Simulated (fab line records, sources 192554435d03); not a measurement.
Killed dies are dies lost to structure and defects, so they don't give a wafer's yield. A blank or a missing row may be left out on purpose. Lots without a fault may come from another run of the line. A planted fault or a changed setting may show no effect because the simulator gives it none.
One fault seen from 2 desks | flow n5_finfet | each desk has only its own numbers; what lay behind them comes last

THE TOOL OWNER'S DESK: rtp_anneal-02
The tool's own readings at N5_HKMG_FIN_HK_ANNEAL_02 (time 30 s): means of the sampled wafers that have a number, for each lot that ran on this tool. A lot is out of limits, marked OUT, if its mean lies more than 4 standard deviations from the usual mean; the brackets give that distance. Of its 9 readings 7 are shown: the one that was out of limits first, and those that lie furthest out on some lot.
Columns: A = lamp_power_pct at N5_HKMG_FIN_HK_ANNEAL_02, usual 8.80 %; B = lamp_zone_1_pct at N5_HKMG_FIN_HK_ANNEAL_02, usual 8.797 %; C = lamp_zone_2_pct at N5_HKMG_FIN_HK_ANNEAL_02, usual 8.798 %; D = lamp_zone_3_pct at N5_HKMG_FIN_HK_ANNEAL_02, usual 8.797 %; E = lamp_zone_4_pct at N5_HKMG_FIN_HK_ANNEAL_02, usual 8.793 %; F = lamp_zone_5_pct at N5_HKMG_FIN_HK_ANNEAL_02, usual 8.798 %; G = lamp_zone_6_pct at N5_HKMG_FIN_HK_ANNEAL_02, usual 8.725 %
lot  | first seen here | A              | B               | C               | D               | E               | F               | G
L379 | day 4 09:49     | 8.88           | 8.791           | 8.793           | 8.805           | 8.797           | 8.806           | 8.711
L383 | day 5 12:08     | 8.79           | 8.791           | 8.792           | 8.796           | 8.795           | 8.794           | 8.733
L395 | day 8 10:55     | 9.61 (+15) OUT | 9.676 (+80) OUT | 9.675 (+73) OUT | 9.674 (+73) OUT | 9.667 (+73) OUT | 9.675 (+80) OUT | 9.605 (+80) OUT
L396 | day 8 18:25     | 9.74 (+17) OUT | 9.676 (+80) OUT | 9.666 (+72) OUT | 9.672 (+73) OUT | 9.663 (+72) OUT | 9.669 (+79) OUT | 9.599 (+79) OUT
This desk's finding: out of limits on L395, L396; first on L395, day 8 10:55 (lamp_power_pct at N5_HKMG_FIN_HK_ANNEAL_02). In limits: L379, L383.

THE METROLOGY DESK
What the gauges read, lot by lot, whatever tool the lot ran on: means of the sampled wafers that have a number. A lot is out of limits, marked OUT, if its mean lies more than 4 standard deviations from the usual mean; the brackets give that distance. Of its 10 readings 7 are shown: those that lie furthest out on some lot.
Columns: A = DIBL_P at N5_BEOL_M4_RC_MEAS_101, usual 37.1 mV/V; B = IOFF_N at N5_BEOL_M4_RC_MEAS_101, usual 0.17 nA/um; C = IOFF_P at N5_BEOL_M4_RC_MEAS_101, usual 0.23 nA/um; D = SS_N at N5_BEOL_M4_RC_MEAS_101, usual 71.8 mV/dec; E = SS_P at N5_BEOL_M4_RC_MEAS_101, usual 73.6 mV/dec; F = VT_N at N5_BEOL_M4_RC_MEAS_101, usual 250 mV; G = VT_P at N5_BEOL_M4_RC_MEAS_101, usual -249.7 mV
lot  | first seen here | A    | B    | C    | D    | E    | F   | G
L379 | day 8 13:13     | 42.5 | 0.26 | 0.32 | 72.3 | 74.6 | 243 | -245.5
L381 | day 9 05:56     | 35.7 | 0.15 | 0.20 | 72.1 | 74.2 | 253 | -250.8
L383 | day 9 06:20     | 37.7 | 0.18 | 0.24 | 71.8 | 73.3 | 250 | -248.4
L384 | day 9 13:22     | 35.4 | 0.14 | 0.21 | 70.9 | 72.9 | 253 | -250.1
L394 | day 12 03:23    | 39.3 | 0.21 | 0.26 | 72.0 | 73.6 | 247 | -248.1
L395 | day 12 15:34    | 37.3 | 0.17 | 0.20 | 71.6 | 73.4 | 248 | -250.0
L397 | day 12 20:01    | 37.0 | 0.16 | 0.21 | 71.3 | 73.8 | 250 | -250.2
L396 | day 12 20:08    | 42.1 | 0.26 | 0.31 | 73.3 | 74.9 | 243 | -244.7
L398 | day 13 11:34    | 34.0 | 0.15 | 0.21 | 71.7 | 72.8 | 250 | -248.1
This desk's finding: nothing out of limits on any of the 9 lots.

PUT TOGETHER
The tool owner's desk could have raised an alarm at day 8 10:55, on L395, L396.
The metrology desk saw nothing out of limits.
The metrology desk has L395, L396 on record, within its limits.
Of the lots named, all ran N5_HKMG_FIN_HK_ANNEAL_02 on rtp_anneal-02.

WHAT THE SIMULATOR HAD PUT IN
Process parameter drift: rtp_anneal-02, from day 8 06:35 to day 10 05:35, at N5_HKMG_FIN_HK_ANNEAL_02. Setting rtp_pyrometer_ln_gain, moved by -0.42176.
Lots struck among those shown: L395, L396.
Hours from the fault's start to each desk's first reading out of limits: the tool owner's desk, 4.
